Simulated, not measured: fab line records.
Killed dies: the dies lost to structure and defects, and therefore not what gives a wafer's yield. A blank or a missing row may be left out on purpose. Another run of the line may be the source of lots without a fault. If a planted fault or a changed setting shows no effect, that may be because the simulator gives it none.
A struck lot beside a sound one / flow nand-harc / 42 out of 1302 route steps
Sound: wafers L221.1, L221.3, L221.4. Struck: wafers L232.1, L232.2, L232.5. At the end, the cause is stated.
Order at every step that has rows: each side's tool, ch and its chambers, its first start. Under that, the readings that differ: sound wafers / struck wafers / difference of the means / sigmas: that difference in standard deviations of wafers without a fault.
alike: same words and numbers on both sides, and readings whose means sit less than 2 such deviations apart. not compared: any withheld reading, any reading some wafer has no value for, any bound like >300 that may hide the same value, and any number with overlapping values for which the record gives no deviation.
A row with sigmas, a row that says differs or no value, or rows on one side alone: a step with any of these is where the two part. Non-overlapping numbers with no deviation appear without sigmas and do not part them. A reading missing from all wafers of one side parts the sides only when that side holds two or more wafers.

NHARC_P_ZERO_WELL_DESCUM_54: chemistry O2, time 3 s.
  sound on rie-diel-01 ch 1,2,3, day 2 21:54; struck on rie-diel-07 ch 1,2, day 7 11:38
  alike: drypump-motor-current-A, oes-product-au, rf-vpp-V, showerhead-plenum-p-Torr, throttle-valve-pct
  not compared: rf-hours-counter-h
then, 5 steps without rows for these wafers: NHARC_P_ZERO_WELL_IMPLANT_55; NHARC_P_ZERO_WELL_IMPLANT_61; NHARC_P_ZERO_WELL_STRIP_56 (strips in SPM, time 840 s); NHARC_P_ZERO_WELL_PRECLEAN_68 (cleans in SC1, time 60 s); NHARC_P_ZERO_WELL_SRD_69.
NHARC_P_ZERO_WELL_RTA_42: time 300 s.
  sound on rtp-anneal-02 ch 0, day 2 22:52; struck on rtp-anneal-01 ch 0, day 7 12:48
reading=lamp-power-pct (%); sound=36.0 36.1 36.1; struck=40.5 40.6 40.6; difference=+4.5; sigmas=+2
reading=wafer_temp_C_max; sound=1105.2 1107.4 1105.1; struck=1104.1 1101.9 1102.9; difference=-2.9; sigmas=-2
NHARC_P_ZERO_WELL_INSPECT_43:
  struck on defect-inspect-02, day 7 13:28; sound on defect-inspect-01, day 2 23:32
  alike: raw-defect-count
then, 4 steps without rows for these wafers: NHARC_P_STI_ETCH_26 (etches SiO2 in dHF, target depth 11 nm); NHARC_P_STI_PRECLEAN_27 (cleans in SC1); NHARC_P_STI_SRD_28; NHARC_P_STI_OXIDE_29 (material SiO2, target thk 10 nm, ox time 1362 s).
NHARC_P_STI_HM_DEP_30: deposits Si3N4, target thk 80 nm, time 873 s.
  sound on lpcvd-01 ch 1, day 3 11:14; struck on lpcvd-02 ch 1, day 8 03:00
reading=zone-power-top-pct (%); sound=32 32 32; struck=24 24 23; difference=-8; sigmas=-2
  alike: spike-tc-lower-C
then, 9 steps without rows for these wafers: NHARC_P_STI_DEHYDRATE_01 (time 120 s); NHARC_P_STI_HMDS_02 (time 30 s); NHARC_P_STI_COAT_41 (time 65 s); NHARC_P_STI_COAT_03 (resist thk 600 nm); NHARC_P_STI_SOFTBAKE_04 (time 70 s); NHARC_P_STI_EBR_05; NHARC_P_STI_EXPOSE_06 (exposes mask P STI, target cd 200 nm); NHARC_P_STI_PEB_07 (peb time 80 s); NHARC_P_STI_DEVELOP_08 (time 50 s).
NHARC_P_STI_CD_MEAS_09: the cd target is 200 nm.
  sound on cd-sem-03 ch 0, day 3 15:12; struck on cd-sem-02 ch 0, day 8 06:58
  alike: cd-nm
NHARC_P_STI_OVL_MEAS_10:
  struck on overlay-02, day 8 07:04; sound on overlay-02, day 3 15:17
reading=overlay-y-nm (nm); sound=-7 -7 -8; struck=11 11 11; difference=+18; sigmas=+3
  alike: overlay-x-nm
NHARC_P_STI_INSPECT_11:
  struck on defect-inspect-02, day 8 07:06; sound on defect-inspect-01, day 3 15:20
  alike: raw-defect-count
then, 1 step without rows for these wafers: NHARC_P_STI_HARDBAKE_13 (time 65 s).
NHARC_P_STI_DESCUM_14: chemistry O2, time 3 s.
  sound on rie-diel-11 ch 0,1,3, day 3 15:28; struck on rie-diel-09 ch 0,2,3, day 8 07:15
  alike: drypump-motor-current-A, oes-product-au, rf-vpp-V, showerhead-plenum-p-Torr, throttle-valve-pct
  not compared: rf-hours-counter-h
NHARC_P_STI_ETCH_42: etches the open film in N2/H2, target depth 80 nm, overetch 24 nm, time 61 s.
  sound on rie-diel-11 ch 0,1,3, day 3 15:33; struck on rie-diel-09 ch 1,2,3, day 8 07:19
  alike: drypump-motor-current-A, oes-product-au, rf-vpp-V, showerhead-plenum-p-Torr, throttle-valve-pct
  not compared: rf-hours-counter-h
then, 2 steps without rows for these wafers: NHARC_P_STI_ETCH_31 (etches the open film in CF4/CHF3, target depth 108.9 nm, time 54.5 s); NHARC_P_STI_ETCH_15 (etches the open film in HBr/Cl2, target depth 300 nm, time 100.1 s).
NHARC_P_STI_CD_MEAS_16:
  struck on cd-sem-02, day 8 07:40; sound on cd-sem-03, day 3 15:54
  alike: cd-nm
NHARC_P_STI_OCD_MEAS_17:
  struck on ocd-01, day 8 07:46; sound on ocd-01, day 3 15:59
  alike: trench-foot-cd-nm
then, 3 steps without rows for these wafers: NHARC_P_STI_STRIP_19 (strips in SPM, time 900 s); NHARC_P_STI_PRECLEAN_32 (cleans in SC1); NHARC_P_STI_SRD_23.
NHARC_P_STI_OCD_MEAS_43:
  struck on ocd-01, day 8 08:16; sound on ocd-01, day 3 16:30
  alike: trench-foot-cd-nm
then, 3 steps without rows for these wafers: NHARC_P_STI_OXIDE_33 (material SiO2, target thk 10 nm, ox time 281 s); NHARC_P_STI_HDPCVD_20 (deposits SiO2); NHARC_P_STI_ANNEAL_34 (time 1800 s).
NHARC_P_STI_CMP_21: polishes, t overpolish 20 s, target thk 380.67 nm.
  sound on cmp-04 ch 0,1,2, day 4 09:31; struck on cmp-03 ch 1,2, day 9 03:27
  alike: motor-current-A, overpolish-run-s
following that, these wafers have no rows for 1 step: NHARC_P_STI_SRD_35.
-- record jumps: 21 days between struck wafers' starts before vs after; left off in module P_STI, resumes in module END, first step shown is number 1302 of the route --
NHARC_END_SORT_01:
  only the struck wafers appear in the record here, on prober-01 ch 0 at day 29 20:31; the sound ones have no rows

WHERE THEY PART
Earliest at NHARC_P_ZERO_WELL_RTA_42; latest, in this record, at NHARC_END_SORT_01.

WHY: the cause the simulator had injected
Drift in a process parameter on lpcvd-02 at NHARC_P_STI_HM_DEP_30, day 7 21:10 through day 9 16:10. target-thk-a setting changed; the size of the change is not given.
